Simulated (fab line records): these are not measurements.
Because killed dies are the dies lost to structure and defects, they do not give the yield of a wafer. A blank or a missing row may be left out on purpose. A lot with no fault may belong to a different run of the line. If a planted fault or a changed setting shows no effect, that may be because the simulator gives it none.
A struck lot beside a sound one | flow nand_harc | 15 steps out of a route of 1159
Sound: the wafers L902.1, L902.2, L902.5. The struck wafers were L916.2, L916.3, L916.4. The cause is named last.
Each step with rows lists, per side, the tool, then ch with its chambers, then its first start. Under that, the readings that differ: sound wafers | struck wafers | difference of the means | sigmas: that difference in standard deviations of wafers without a fault.
alike: readings whose means differ by less than 2 such deviations, and words and numbers that are the same on both sides. not compared: withheld readings, readings that some wafer has no value for, bounds like >300 that may hide the same value, and numbers for which the record gives no deviation and whose values overlap.
Wherever a step has rows on one side only, a row that says differs or no value, or a row with sigmas, the two part there. Numbers that don't overlap but have no deviation are shown without sigmas and don't part them. Lack of a reading on every wafer of one side parts them only where that side has two or more wafers.

first, 1 step without rows for these wafers: NHARC_A_CONTACT_DEVELOP_68 (develop time 35 s).
NHARC_A_CONTACT_CD_MEAS_69: the cd target is 200 nm.
  sound on cd_sem-02 ch 0, day 17 02:25; struck on cd_sem-02 ch 0, day 20 05:50
  alike: cd_nm
NHARC_A_CONTACT_OVL_MEAS_70:
  struck on overlay-01, day 20 05:56; sound on overlay-01, day 17 02:30
  reading           | sound          | struck      | difference | sigmas
  overlay_y_nm (nm) | -1.0 -1.5 -0.5 | 0.9 0.8 0.9 | +1.9       | +3
  alike: overlay_x_nm
NHARC_A_CONTACT_INSPECT_71:
  struck on defect_inspect-01, day 20 05:58; sound on defect_inspect-01, day 17 02:32
  alike: raw_defect_count
then, 1 step without rows for these wafers: NHARC_A_CONTACT_DESCUM_74 (chemistry O2, time 3 s).
NHARC_A_CONTACT_ETCH_75: etches the open film in CF4, target depth 39 nm, time 65 s.
  sound on rie_diel-07 ch 1,2, day 17 02:41; struck on rie_diel-01 ch 0,1,3, day 20 06:08
  alike: bias_w, cf4_flow_sccm, drypump_motor_current_A, oes_product_au, rf_vpp_V, showerhead_plenum_p_Torr, throttle_valve_pct
  not compared: rf_hours_counter_h
NHARC_A_CONTACT_ETCH_76: etches the open film in N2/H2, target depth 260 nm, time 475.3 s.
  sound: rie_diel-07 ch 1,2,3; struck: rie_diel-01 ch 0,1,2
  alike: bias_w, chamber_pressure_mTorr, drypump_motor_current_A, oes_product_au, rf_vpp_V, showerhead_plenum_p_Torr, throttle_valve_pct
  not compared: rf_hours_counter_h
NHARC_A_CONTACT_ETCH_77: etches the open film in CF4/CHF3, target depth 72.6 nm, time 36.3 s.
  sound: rie_diel-07 ch 0,1,2; struck: rie_diel-01 ch 0,2,3
  alike: bias_w, cf4_flow_sccm, drypump_motor_current_A, oes_product_au, rf_vpp_V, showerhead_plenum_p_Torr, throttle_valve_pct
  not compared: rf_hours_counter_h
then, 1 step without rows for these wafers: NHARC_A_CONTACT_ETCH_78 (etches the open film in O2/COS, target depth 2800 nm, time 728 s).
NHARC_A_CONTACT_ETCH_124: etches the open film in C4F8/O2/Ar, time 140 s, target depth 700 nm.
  sound on har_cap_etch-01 ch 0,1, day 17 03:43; struck on har_cap_etch-02 ch 0,1, day 20 07:23
  alike: chamber_pressure_mTorr, oes_air_line_au
  not compared: rf_hours_counter_h
then, 2 steps without rows for these wafers: NHARC_A_CONTACT_ETCH_125 (etches the open film in C4F8/O2/Ar, time 155 s, target depth 956 nm); NHARC_A_CONTACT_ETCH_126 (etches the open film in C4F8/O2/Ar, time 155 s, target depth 956 nm).
NHARC_A_CONTACT_ETCH_127: etches the open film in C4F8/O2/Ar, time 155 s, target depth 956 nm.
  sound on har_cap_etch-01 ch 0,1, day 17 04:13; struck on har_cap_etch-02 ch 0,1, day 20 07:52
  no value came back on the struck wafers for chamber_pressure_mTorr (mTorr), oes_air_line_au (a.u.); on the sound wafers chamber_pressure_mTorr (mTorr) reads 20.030 19.995 20.011
  not compared: rf_hours_counter_h
NHARC_A_CONTACT_ETCH_128: etches the open film in C4F8/O2/Ar, time 155 s, target depth 956 nm.
  sound on har_cap_etch-01 ch 0,1, day 17 04:21; struck on har_cap_etch-02 ch 0,1, day 20 08:01
  alike: chamber_pressure_mTorr, oes_air_line_au
  not compared: rf_hours_counter_h
-- break in the record here, with 3 days between the starts of the struck wafers on either side (left off in module A_CONTACT, picked up again in module END, where the first step shown is number 1159 on the route) --
NHARC_END_SORT_01:
  at this point the record logs the struck wafers (prober-02 ch 0, day 23 14:57) and has no rows for the sound ones

== WHERE THEY PART ==
Last at NHARC_END_SORT_01 as far as this record goes, first at NHARC_A_CONTACT_OVL_MEAS_70.

WHY: the cause the simulator had injected
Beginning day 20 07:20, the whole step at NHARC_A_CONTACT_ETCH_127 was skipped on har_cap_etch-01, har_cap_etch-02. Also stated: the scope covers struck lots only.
